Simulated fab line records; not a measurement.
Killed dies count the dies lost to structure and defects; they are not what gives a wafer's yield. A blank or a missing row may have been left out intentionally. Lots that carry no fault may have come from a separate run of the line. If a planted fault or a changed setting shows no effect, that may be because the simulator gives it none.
Which tool did it? | flow n5-finfet | Sampling: 10 lots, 30 wafers, 6 of 1938 route steps

## WHAT EACH GAUGE READ, for each wafer
N5_BEOL_M14_CD_MEAS_28: target cd 284.4 nm.
lot  | measured     | on        | cd-nm (nm)
L818 | day 11 04:43 | cd-sem-02 | 284.4 286.5 285.3
L820 | day 11 15:12 | cd-sem-02 | 285.1 284.4 283.9
L819 | day 11 16:23 | cd-sem-03 | 284.3 284.9 284.4
L823 | day 12 12:53 | cd-sem-02 | 283.0 283.3 281.9
L822 | day 12 13:21 | cd-sem-03 | 285.9 285.0 285.6
L829 | day 13 20:27 | cd-sem-02 | 285.1 285.3 285.2
L830 | day 14 05:08 | cd-sem-03 | 285.7 284.5 285.7
L838 | day 16 08:29 | cd-sem-03 | 283.7 283.0 282.9
L840 | day 16 19:03 | cd-sem-03 | 284.2 283.4 283.2
L839 | day 17 04:00 | cd-sem-01 | 281.5 282.7 282.9

N5_BEOL_M14_INSPECT_55: inspects for defects (darkfield).
lot  | measured     | on                | raw-defect-count
L818 | day 11 09:08 | defect-inspect-01 | 86 144 119
L820 | day 11 18:49 | defect-inspect-02 | 74 76 106
L819 | day 11 19:05 | defect-inspect-02 | 56 65 55
L823 | day 12 16:26 | defect-inspect-01 | 93 83 72
L822 | day 12 17:12 | defect-inspect-02 | 127 92 111
L829 | day 14 04:40 | defect-inspect-02 | 81 111 178
L830 | day 14 13:09 | defect-inspect-01 | 75 71 45
L838 | day 16 14:58 | defect-inspect-02 | 100 122 100
L840 | day 16 23:55 | defect-inspect-02 | 36 75 57
L839 | day 17 07:03 | defect-inspect-01 | 62 64 84

N5_BEOL_M15_THK_MEAS_01.
lot  | measured     | on            | M15_ILD_THK (nm)
L818 | day 11 09:25 | film-metro-01 | 1619 1601 1618
L820 | day 11 19:06 | film-metro-01 | 1615 1610 1655
L819 | day 11 19:22 | film-metro-02 | 1617 1635 1615
L823 | day 12 16:43 | film-metro-01 | 1589 1599 1618
L822 | day 12 17:29 | film-metro-01 | 1627 1642 1646
L829 | day 14 04:58 | film-metro-02 | 998 1618 1642
L830 | day 14 13:26 | film-metro-01 | 1003 1625 1604
L838 | day 16 15:16 | film-metro-01 | 1605 1616 1609
L840 | day 17 00:13 | film-metro-02 | 1615 1599 1630
L839 | day 17 07:20 | film-metro-01 | 1585 1606 1635

N5_BEOL_M15_CD_MEAS_17: target cd 360 nm.
lot  | measured     | on        | cd-nm (nm)
L818 | day 11 10:26 | cd-sem-01 | 361.5 360.1 360.7
L820 | day 11 20:30 | cd-sem-01 | 357.4 359.8 358.1
L819 | day 11 20:32 | cd-sem-02 | 360.6 362.0 362.4
L823 | day 12 17:44 | cd-sem-03 | 360.6 363.4 361.6
L822 | day 12 18:49 | cd-sem-03 | 363.7 361.7 360.2
L829 | day 14 05:57 | cd-sem-03 | 355.5 361.3 361.3
L830 | day 14 14:20 | cd-sem-01 | 353.3 359.8 361.1
L838 | day 16 16:09 | cd-sem-02 | 358.9 360.7 357.8
L840 | day 17 01:08 | cd-sem-02 | 360.0 362.9 361.3
L839 | day 17 08:14 | cd-sem-02 | 357.9 359.1 360.1

## WHAT TOOL EACH LOT RAN ON (gives the tool, then ch and the chambers of the sampled wafers, and finally the start)
lot  | N5_BEOL_M14_ANNEAL_48            | N5_BEOL_M15_ILD_DEP_00
L818 | rtp-anneal-02 ch 0, day 11 08:23 | pecvd-02 ch 0,2, day 11 09:10
L820 | rtp-anneal-01 ch 0, day 11 18:04 | pecvd-03 ch 0,1,2, day 11 18:51
L819 | rtp-anneal-01 ch 0, day 11 18:20 | pecvd-04 ch 1,2, day 11 19:07
L823 | rtp-anneal-02 ch 0, day 12 15:41 | pecvd-04 ch 0,1, day 12 16:28
L822 | rtp-anneal-02 ch 0, day 12 16:23 | pecvd-03 ch 0,1, day 12 17:14
L829 | rtp-anneal-02 ch 0, day 14 03:55 | pecvd-02 ch 1,2, day 14 04:43
L830 | rtp-anneal-01 ch 0, day 14 12:25 | pecvd-02 ch 0,1,2, day 14 13:11
L838 | rtp-anneal-02 ch 0, day 16 14:14 | pecvd-03 ch 0,1,2, day 16 15:01
L840 | rtp-anneal-01 ch 0, day 16 23:10 | pecvd-04 ch 1,2, day 16 23:58
L839 | rtp-anneal-02 ch 0, day 17 06:23 | pecvd-03 ch 1,2, day 17 07:05
- N5_BEOL_M14_ANNEAL_48: time 90 s.
- N5_BEOL_M15_ILD_DEP_00: deposits SiO2 from TEOS/O2, target thk 1629.3 nm, time 346.1 s.

## WHAT THE TOOLS THEMSELVES READ (means of the sampled wafers that have a number; where no wafer has one, the mark that the record gives instead)
N5_BEOL_M14_ANNEAL_48.
lot  | tool          | wafer_temp_C_max
L818 | rtp-anneal-02 | 226.5
L820 | rtp-anneal-01 | 226.1
L819 | rtp-anneal-01 | 226.0
L823 | rtp-anneal-02 | 226.0
L822 | rtp-anneal-02 | 226.2
L829 | rtp-anneal-02 | 226.2
L830 | rtp-anneal-01 | 225.9
L838 | rtp-anneal-02 | 226.5
L840 | rtp-anneal-01 | 225.9
L839 | rtp-anneal-02 | 226.2

N5_BEOL_M15_ILD_DEP_00.
lot  | tool     | heater-power-w (W) | run-length-s (s) | showerhead-plenum-p-Torr (Torr) | throttle-valve-pct (%)
L818 | pecvd-02 | 505                | 388.4            | 8.30                            | 19.4
L820 | pecvd-03 | 538                | 389.0            | 8.33                            | 17.5
L819 | pecvd-04 | 551                | 389.6            | 8.33                            | 19.1
L823 | pecvd-04 | 527                | 388.9            | 8.33                            | 19.8
L822 | pecvd-03 | 471                | 389.0            | 8.37                            | 18.1
L829 | pecvd-02 | 456                | 344.0            | 8.34                            | 20.4
L830 | pecvd-02 | 492                | 343.8            | 8.32                            | 19.9
L838 | pecvd-03 | 492                | 389.3            | 8.34                            | 17.6
L840 | pecvd-04 | 551                | 389.6            | 8.34                            | 19.1
L839 | pecvd-03 | 536                | 389.7            | 8.32                            | 17.7

## THE ANSWER, worked out from the rows above alone
Rule: the lots themselves supply what counts as usual. Put in order of their means at a reading, lots are off if they are a third of the lots or fewer, leave a main group of 4 or more, and stand apart from it by a gap of 3 or more times the standard deviation of the main group's means; of several such gaps the widest counts. A main group is skipped when, at the precision printed for the reading in the tables above, its means are all equal. A lot without any number at a reading at which 4 lots or more have one is off too. The other lots that the step has rows for count as sound. Order of review: gauges by route order, followed by the tools' own readings, for which a lot's mean as printed above is used. The first step at which some lot is off is used, and at that step the reading that is off furthest; a lot without a number counts as furthest.
Off: L829, L830, at N5_BEOL_M15_THK_MEAS_01 (M15_ILD_THK). Mean 1617 nm and standard deviation 11 in the main group.
If a tool, at a process step before that reading, ran all the lots that are off and no sound lot after the first of them, it fits. The gauges at N5_BEOL_M15_THK_MEAS_01 aren't tried: what is off there is off at N5_BEOL_M15_ILD_DEP_00 too, on other tools, and a gauge's error can't cause that. One fits: N5_BEOL_M15_ILD_DEP_00 on pecvd-02. A fault onset in the window from L818 (day 11 09:10, its last sound lot) to L829 (day 14 04:43, its first lot off) fits.
The tool's own readings at N5_BEOL_M15_ILD_DEP_00 bear it out: on the lots that are off they differ by more than 5 times the standard deviation of the sound lots' means. run-length-s reads 343.9 s there against 389.2 s on the sound lots.

## WHAT WAS PUT IN BY THE SIMULATOR
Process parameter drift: pecvd-02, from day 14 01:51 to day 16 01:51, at N5_BEOL_M15_ILD_DEP_00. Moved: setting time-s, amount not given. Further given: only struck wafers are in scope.
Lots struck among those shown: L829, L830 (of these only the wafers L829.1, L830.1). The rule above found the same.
